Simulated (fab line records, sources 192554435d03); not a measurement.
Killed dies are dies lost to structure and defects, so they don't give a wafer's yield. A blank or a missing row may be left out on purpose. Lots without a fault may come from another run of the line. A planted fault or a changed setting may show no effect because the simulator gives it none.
Split-lot experiment | flow n5_finfet | 7 lots, 21 wafers read, on a route of 1938 steps

THE SPLIT
At N5_ZERO_LAYER_COAT_05 (resist thk 1000 nm), the setting spin_rpm was moved away from the recipe's 1500 rpm on 8 of the 21 wafers read, by -8.8% to +11.1%. The other wafers ran this setting at the recipe's value.

The reading is taken at the split's own step.

THE READING
coat_of_ZERO_LAYER_COAT_05.thk_nm (the simulator's own value, which no gauge read), in nm, at N5_ZERO_LAYER_COAT_05 (resist thk 1000 nm). The file gives no usual value for it. The 13 wafers here that ran the recipe average 1001.7 nm, standard deviation 3.2 nm.

wafer  | tool, chamber at the split | spin_rpm as run, rpm | against the recipe | coat_of_ZERO_LAYER_COAT_05.thk_nm, nm | against lot-mates on the recipe
L077.1 | litho_track-02, 0          | 1500                 | recipe             | 1000                                  | -
L077.2 | litho_track-02, 0          | 1639                 | +9.3%              | 956.1                                 | -43.9
L077.4 | litho_track-02, 0          | 1639                 | +9.3%              | 957.1                                 | -42.9
L082.1 | litho_track-02, 0          | 1407                 | -6.2%              | 1034                                  | +33.0
L082.4 | litho_track-02, 0          | 1407                 | -6.2%              | 1032                                  | +31.0
L082.5 | litho_track-02, 0          | 1500                 | recipe             | 1001                                  | -
L085.1 | litho_track-01, 0          | 1500                 | recipe             | 1003                                  | -
L085.3 | litho_track-01, 0          | 1500                 | recipe             | 1004                                  | -
L085.4 | litho_track-01, 0          | 1500                 | recipe             | 1004                                  | -
L086.2 | litho_track-05, 0          | 1500                 | recipe             | 998.7                                 | -
L086.5 | litho_track-05, 0          | 1500                 | recipe             | 998.8                                 | -
L086.6 | litho_track-05, 0          | 1368                 | -8.8%              | 1044                                  | +45.2
L089.1 | litho_track-02, 0          | 1500                 | recipe             | 997.3                                 | -
L089.3 | litho_track-02, 0          | 1500                 | recipe             | 1003                                  | -
L089.4 | litho_track-02, 0          | 1500                 | recipe             | 1001                                  | -
L092.2 | litho_track-01, 0          | 1500                 | recipe             | 997.5                                 | -
L092.4 | litho_track-01, 0          | 1655                 | +10.3%             | 949.8                                 | -47.7
L092.6 | litho_track-01, 0          | 1655                 | +10.3%             | 950.1                                 | -47.4
L094.3 | litho_track-02, 0          | 1500                 | recipe             | 1006                                  | -
L094.5 | litho_track-02, 0          | 1500                 | recipe             | 1008                                  | -
L094.6 | litho_track-02, 0          | 1666                 | +11.1%             | 954.4                                 | -52.6

THE FIT
A straight line over all 21 wafers: coat_of_ZERO_LAYER_COAT_05.thk_nm changes by -4.83 nm for each +1% of spin_rpm; r = -0.99; the points scatter about the line by 3.1 nm.
The same after taking each lot's own level away (the mean of its wafers on the recipe; 21 wafers): -4.81 nm for each +1%; r = -1.00; scatter 1.5 nm.
On that fit, the largest move of spin_rpm shifts the reading by 53 nm.
The lots' own levels span 997.50 to 1007.00 nm, that is 3.0 times the standard deviation above.
So the lot-to-lot level changes the slope little: the two slopes agree.
Check: with one of the wafers moved furthest among these (+11.1%) left out of the fit, the line predicts -52.5 nm for it against its lot-mates. It came out at -52.6 nm against them.

THE WHOLE CHAIN: every reading that the file lists as answering this split, in the file's order
step                   | what it does       | reading                                                                            | change (the file's fit)              | r (the file's)
N5_ZERO_LAYER_COAT_05  | resist thk 1000 nm | coat_of_ZERO_LAYER_COAT_05.thk_nm (the simulator's own value, which no gauge read) | -4.8 nm for each +1% of the setting  | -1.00
N5_ZERO_LAYER_STRIP_24 | strips in O2       | strip_time_to_endpoint_s                                                           | withheld for each +1% of the setting | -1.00

THE FILE'S OWN FIT
coat_of_ZERO_LAYER_COAT_05.thk_nm changes by -4.8 nm for each +1% of spin_rpm, r = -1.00.
